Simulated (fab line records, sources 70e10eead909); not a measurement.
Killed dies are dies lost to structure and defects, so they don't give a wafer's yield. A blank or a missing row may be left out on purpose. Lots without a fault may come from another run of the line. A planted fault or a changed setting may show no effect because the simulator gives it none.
Chamber matching | flow nand_harc | NHARC_A_CHANNEL_FILL_D1_ALD_16 on ald_hk-03: 4 sister chambers
The step deposits SiO2, target thk 1.5 nm, pulse time 10 s, ald cycles 15. 8 wafers are shown with their chamber, then 10 later ones without.

WAFERS WITH THEIR CHAMBER
wafer  | chamber | heater_power_w (W) | susceptor_temp_C (C)
L080.6 | 2       | 572                | 300.17
L082.6 | 0       | 452                | 300.11
L083.6 | 0       | 441                | 300.20
L084.1 | 3       | 410                | 300.48
L084.5 | 2       | 560                | 299.72
L084.6 | 1       | 510                | 300.36
L089.3 | 1       | 516                | 299.94
L089.4 | 3       | 412                | 300.11

WAFERS WITHOUT THEIR CHAMBER
wafer  | heater_power_w (W) | susceptor_temp_C (C)
L089.6 | 415                | 299.86
L092.1 | 416                | 299.72
L092.4 | 514                | 300.08
L092.5 | 571                | 299.67
L094.1 | 576                | 299.83
L094.2 | 465                | 300.07
L094.3 | 511                | 299.84
L095.2 | 519                | 300.14
L095.5 | 553                | 300.01
L095.6 | 521                | 299.96

WHICH CHAMBER EACH WENT THROUGH
wafer  | from the rows above | in truth
L089.6 | 3                   | 3
L092.1 | 3                   | 3
L092.4 | 1                   | 1
L092.5 | 2                   | 2
L094.1 | 2                   | 2
L094.2 | 0                   | 0
L094.3 | 1                   | 1
L095.2 | 1                   | 1
L095.5 | 2                   | 2
L095.6 | 1                   | 1
Placed correctly: 10 of 10. Can't be placed from these rows: 0. Placed wrongly: 0.
How it was worked out, from the rows above alone: a wafer's distance from a chamber is the root of the sum, over the readings, of the square of ((its reading less the chamber's mean) divided by the reading's scatter). The wafer belongs to the nearest chamber; if the next one is less than 2 further off, it can't be placed. A chamber's mean is the mean of its shown wafers. The scatter: the root of (the sum of the squares of (reading less its chamber's mean) over the shown wafers, divided by (wafers less chambers)).
